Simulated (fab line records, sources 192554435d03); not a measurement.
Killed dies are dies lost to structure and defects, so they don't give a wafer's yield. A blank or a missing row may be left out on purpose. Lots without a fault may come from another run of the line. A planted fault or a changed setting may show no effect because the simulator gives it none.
fab line records | flow n5_finfet | part 2 of 2: steps 26 to 26 of 26
record lots=7 wafers=21 last_day=17
route steps=1938 shown DUMMY_GATE@213 BEOL_M4@1111 PASSIVATION@1936
lots that met no fault: from a run of the same line without faults
start_h: hours from the record's first day to the start of the lot's first wafer shown | wait_h: hours since the lot's step before | " the same as in the row above | L1.1+2: a row that stands for several wafers | - no value, or no start given | * or withheld: withheld | < > ~ a bound
route shown NAME@n: a module of which the file shows steps, and the number in the route of the first | usual: mean/standard deviation of fault-free wafers | same: alike in all rows | chamber/n: place in a boat | sites: the reading at each site | _std_site: their standard deviation | _edge_site: outer sites' mean less inner sites' | radius_mm: how far each site lies from the wafer's centre | mask NAME#n: copy n | behind: the tool/chamber that last shaped the wafer | hold: why the lot was held/for how many hours/how that ended | device: the transistor (n, p or np) that didn't switch | end of line: the same wafers' tests at the end of the route | a step without rows: its recipe alone | killed: dies lost to structure and defects at the first sort, not the wafer's yield | map: a wafer's dies, x killed, . not, _ none there
set.NAME: the setting as run; set.NAME@STEP: as run at that earlier step | model.NAME: the simulator's own value behind a step, which no gauge read
lots at some steps of the route; a table a step, a row a wafer
services: from which hour (start_h, from the record's first day; less than 0 if before it) a tool's chamber was out of use, for how many hours, and why
## steps
# step N5_PASSIVATION_PROBE_49
# usual defect_limited_yield=91.1/1.5 killed_at_M0_to_M3=37/11 killed_at_M4_up=13/5.6 killed_at_contacts=12/5.6 killed_at_front_end=39/11 killed_at_other=4/3.1 killed_dies=105/18 killed_on_rim=14/3.8 killed_open=69/13 killed_short=35/7.4 sort_bin_5_function=5.1/0.92 sort_bin_6_memory=3.4/0.76 sort_bin_8_speed=0.02/0.11 sort_n_pass=1075/18 sort_yield_pct=91.1/1.5
# same gross_dies=1180 killed_at_back_side=0 sort_bin_4_leakage[%]=0
# columns lot.wafer tool chamber start_h wait_h defect_limited_yield[%] killed_at_M0_to_M3 killed_at_M4_up killed_at_contacts killed_at_front_end killed_at_other killed_dies killed_on_rim killed_open killed_short sort_bin_5_function[%] sort_bin_6_memory[%] sort_bin_8_speed[%] sort_n_pass sort_yield_pct[%]
L509.4 prober-01 - 290.54 0.2 91.4 30 11 15 42 3 101 13 59 40 5.2 2.9 0 1079 91.4
L509.5 prober-01 - 290.59 0.2 88.1 43 18 13 61 5 140 14 85 45 6.7 3.9 0 1040 88.1
L509.6 prober-01 - 290.64 0.3 90.1 27 17 10 62 1 117 17 70 46 6.2 3.4 0 1063 90.1
L508.2 prober-02 - 290.63 0.1 93.0 40 5 13 20 5 83 13 52 31 4.2 2.6 0 1097 93.0
L508.3 prober-02 - 290.68 0.1 88.7 53 18 16 41 5 133 15 82 49 6.7 4.1 0 1047 88.7
L508.4 prober-02 - 290.73 0.2 92.0 39 8 11 33 3 94 13 51 34 4.3 2.5 0 1086 92.0
L514.1 prober-02 - 326.39 0.0 88.7 42 14 13 52 12 133 20 99 34 5.9 5.2 0 1047 88.7
L514.5 prober-02 - 326.59 0.2 88.5 48 17 15 44 12 136 18 93 34 6.1 4.6 0 1044 88.5
L514.6 prober-02 - 326.64 0.3 90.3 53 12 15 32 2 114 18 82 31 5.7 3.5 0 1066 90.3
L516.1 prober-01 - 344.19 0.0 93.5 30 6 3 24 14 77 6 44 32 3.8 2.5 0 1103 93.5
L516.4 prober-01 - 344.34 0.2 93.1 34 3 14 25 5 81 7 55 24 3.5 3.2 0 1099 93.1
L516.6 prober-01 - 344.44 0.3 94.2 28 8 4 26 3 69 10 43 24 3.6 2.1 0 1111 94.2
L517.2 prober-01 - 354.98 0.1 93.6 28 7 4 33 4 76 9 53 23 4.2 2.0 0.08 1103 93.5
L517.3 prober-01 - 355.03 0.1 93.2 19 17 15 28 1 80 15 61 19 3.6 3.1 0 1100 93.2
L517.6 prober-01 - 355.18 0.3 95.1 17 9 6 24 2 58 6 47 11 3.1 1.7 0 1122 95.1
L523.2 prober-02 - 391.87 0.1 90.0 47 17 24 29 1 118 16 72 45 6.1 3.6 0 1062 90.0
L523.3 prober-02 - 391.92 0.1 91.9 29 8 11 45 3 96 13 70 25 3.9 3.8 0 1084 91.9
L523.5 prober-02 - 392.02 0.2 90.3 48 16 3 44 4 115 12 78 37 5.5 4.0 0 1065 90.3
L522.5 prober-02 - 410.23 0.2 92.2 22 10 19 37 4 92 9 60 32 3.8 3.8 0 1088 92.2
L522.6 prober-02 - 410.28 0.3 91.7 31 11 12 42 2 98 12 65 32 6.0 2.3 0.34 1078 91.4
# killed by level:class
L509.4 FIN_SAQP:geometric_particle:short=14 MOL_CONTACT_COAG:geometric_particle:open=13 BEOL_M0_SAQP:geometric_particle:short=11 FIN_SAQP:geometric_particle:open=9 BEOL_M0_SAQP:geometric_particle:open=5 BEOL_M4:geometric_particle:open=5 STARTING-WAFER:geometric_particle:short=5 STI_FIN_REVEAL:geometric_particle:open=4
L509.5 BEOL_M0_SAQP:geometric_particle:open=16 FIN_SAQP:geometric_particle:open=15 BEOL_M0_SAQP:geometric_particle:short=13 FIN_SAQP:geometric_particle:short=12 GATE_CUT:geometric_particle:short=10 MOL_CONTACT_COAG:geometric_particle:open=10 BEOL_M4:geometric_particle:open=9 GATE_CUT:geometric_particle:open=8
L508.2 MOL_CONTACT_COAG:geometric_particle:open=11 BEOL_M0_SAQP:geometric_particle:open=7 BEOL_M1:geometric_particle:open=6 BEOL_M0_SAQP:geometric_particle:short=6 BEOL_M2:geometric_particle:open=5 BEOL_M3:geometric_particle:open=4 FIN_SAQP:geometric_particle:open=3 ILD0:geometric_particle:short=3
L509.6 FIN_SAQP:geometric_particle:open=13 FIN_SAQP:geometric_particle:short=11 GATE_CUT:geometric_particle:short=11 STI_FIN_REVEAL:geometric_particle:open=9 MOL_CONTACT_COAG:geometric_particle:open=9 BEOL_M0_SAQP:geometric_particle:short=9 BEOL_M4:geometric_particle:open=8 BEOL_M0_SAQP:geometric_particle:open=6
L508.3 BEOL_M0_SAQP:geometric_particle:short=15 MOL_CONTACT_COAG:geometric_particle:open=13 BEOL_M0_SAQP:geometric_particle:open=13 BEOL_M4:geometric_particle:open=12 FIN_SAQP:geometric_particle:open=9 BEOL_M1:geometric_particle:open=9 FIN_SAQP:geometric_particle:short=7 BEOL_M1:geometric_particle:short=7
L508.4 BEOL_M0_SAQP:geometric_particle:short=12 MOL_CONTACT_COAG:geometric_particle:open=9 HKMG_FIN:area_etch=9 BEOL_M1:geometric_particle:open=8 ILD0:geometric_particle:short=6 BEOL_M0_SAQP:geometric_particle:open=6 BEOL_M4:geometric_particle:open=6 FIN_SAQP:geometric_particle:open=4
L514.1 STI_FIN_REVEAL:geometric_particle:open=15 BEOL_M3:geometric_particle:open=13 MOL_CONTACT_COAG:geometric_particle:open=11 FIN_SAQP:geometric_particle:open=9 GATE_CUT:geometric_particle:short=8 BEOL_M4:geometric_particle:open=8 BEOL_M1:geometric_particle:open=7 BEOL_M2:geometric_particle:open=7
L514.5 BEOL_M3:geometric_particle:open=15 MOL_CONTACT_COAG:geometric_particle:open=13 STI_FIN_REVEAL:geometric_particle:open=11 BEOL_M2:geometric_particle:open=11 BEOL_M4:geometric_particle:open=9 HKMG_FIN:area_etch=9 BEOL_M0_SAQP:geometric_particle:short=6 BEOL_M0_SAQP:geometric_particle:open=6
L514.6 BEOL_M1:geometric_particle:open=14 BEOL_M3:geometric_particle:open=12 MOL_CONTACT_COAG:geometric_particle:open=11 BEOL_M0_SAQP:geometric_particle:open=9 FIN_SAQP:geometric_particle:open=6 STI_FIN_REVEAL:geometric_particle:open=6 BEOL_M0_SAQP:geometric_particle:short=6 MOL_CONTACT_COAG:geometric_particle:short=4
L516.1 BEOL_M2:geometric_particle:open=14 PASS1_CAP:geometric_particle:short=8 GATE_CUT:geometric_particle:short=5 BEOL_M3:geometric_particle:open=5 GATE_CUT:geometric_particle:open=4 BEOL_M0_SAQP:geometric_particle:open=4 ILD0:geometric_particle:short=3 MOL_CONTACT_COAG:geometric_particle:open=3
L516.4 MOL_CONTACT_COAG:geometric_particle:open=11 BEOL_M2:geometric_particle:open=11 BEOL_M1:geometric_particle:open=7 DUMMY_GATE:geometric_particle:open=6 BEOL_M0_SAQP:geometric_particle:short=5 FIN_SAQP:geometric_particle:short=4 GATE_CUT:geometric_particle:short=4 STI_FIN_REVEAL:geometric_particle:open=3
L516.6 BEOL_M0_SAQP:geometric_particle:open=6 BEOL_M2:geometric_particle:open=6 STARTING-WAFER:geometric_particle:short=5 ILD0:geometric_particle:short=4 GATE_CUT:geometric_particle:short=4 MOL_CONTACT_COAG:geometric_particle:open=4 BEOL_M0_SAQP:geometric_particle:short=4 BEOL_M0:geometric_particle:open=4
L517.2 FIN_SAQP:geometric_particle:open=8 BEOL_M1:geometric_particle:open=7 BEOL_M0_SAQP:geometric_particle:short=5 BEOL_M0_SAQP:geometric_particle:open=5 BEOL_M3:geometric_particle:open=5 GATE_CUT:geometric_particle:open=4 STI_FIN_REVEAL:geometric_particle:open=3 MOL_CONTACT_COAG:geometric_particle:open=3
L517.3 MOL_CONTACT_COAG:geometric_particle:open=15 DUMMY_GATE:geometric_particle:open=9 FIN_SAQP:geometric_particle:short=6 BEOL_M4:geometric_particle:open=6 BEOL_M5:geometric_particle:open=5 STI_FIN_REVEAL:geometric_particle:open=4 BEOL_M1:geometric_particle:open=4 BEOL_M3:geometric_particle:open=4
L517.6 FIN_SAQP:geometric_particle:open=11 BEOL_M1:geometric_particle:open=7 BEOL_M4:geometric_particle:open=6 MOL_CONTACT_COAG:geometric_particle:open=5 FIN_SAQP:geometric_particle:short=3 BEOL_M3:geometric_particle:open=3 STARTING-WAFER:geometric_particle:open=3 STI_FIN_REVEAL:geometric_particle:open=2
L523.2 MOL_CONTACT_COAG:geometric_particle:open=23 BEOL_M0_SAQP:geometric_particle:short=10 BEOL_M3:geometric_particle:open=8 GATE_CUT:geometric_particle:short=7 BEOL_M2:geometric_particle:open=7 BEOL_M2:geometric_particle:short=6 BEOL_M4:geometric_particle:open=6 BEOL_M1:geometric_particle:open=5
L523.3 FIN_SAQP:geometric_particle:open=12 BEOL_M3:geometric_particle:open=12 MOL_CONTACT_COAG:geometric_particle:open=9 STI_FIN_REVEAL:geometric_particle:open=7 DUMMY_GATE:geometric_particle:open=5 GATE_CUT:geometric_particle:open=5 BEOL_M1:geometric_particle:open=4 GATE_CUT:geometric_particle:short=3
L523.5 BEOL_M2:geometric_particle:open=13 FIN_SAQP:geometric_particle:open=10 BEOL_M4:geometric_particle:open=10 STI_FIN_REVEAL:geometric_particle:open=7 BEOL_M0_SAQP:geometric_particle:open=7 GATE_CUT:geometric_particle:short=6 BEOL_M1:geometric_particle:open=6 DUMMY_GATE:geometric_particle:open=5
L522.5 MOL_CONTACT_COAG:geometric_particle:open=15 BEOL_M3:geometric_particle:open=8 ILD0:geometric_particle:open=7 FIN_SAQP:geometric_particle:short=5 BEOL_M4:geometric_particle:open=5 STI_FIN_REVEAL:geometric_particle:open=4 ILD0:geometric_particle:short=4 GATE_CUT:geometric_particle:short=4
L522.6 MOL_CONTACT_COAG:geometric_particle:open=12 BEOL_M3:geometric_particle:open=12 STI_FIN_REVEAL:geometric_particle:open=9 BEOL_M2:geometric_particle:open=7 BEOL_M3:geometric_particle:short=7 BEOL_M4:geometric_particle:open=6 STARTING-WAFER:geometric_particle:short=5 STI_FIN_REVEAL:geometric_particle:short=4
## services
# columns tool chamber start_h hours kind
ald_sin-03 - 42.67 4.3 pm
rie_diel-02 - 46.21 15.6 pm
rie_diel-01 3 50.91 4.7 repair
rie_diel-01 0 55.60 - clean
rie_diel-01 0 55.60 - consumable_replace:focus_ring
rie_diel-01 0 55.60 23.9 scheduled_down
rie_diel-01 0 55.60 23.9 vent_cycle
litho_track-04 - 56.82 - consumable_replace:filter
cmp-03 - 57.67 6.3 pm
cmp-01 - 62.05 0.9 repair
cmp-03 - 64.00 11.1 pm
litho_track-04 - 86.76 - consumable_replace:filter
rie_diel-01 - 94.55 4.1 repair
cmp-04 - 103.02 4.0 pm
cmp-04 - 107.02 - consumable_replace:conditioner
cmp-04 - 107.02 - consumable_replace:pad
cmp-01 - 118.43 9.1 pm
cmp-03 - 152.50 1.3 repair
ald_sin-02 2 161.86 7.6 repair
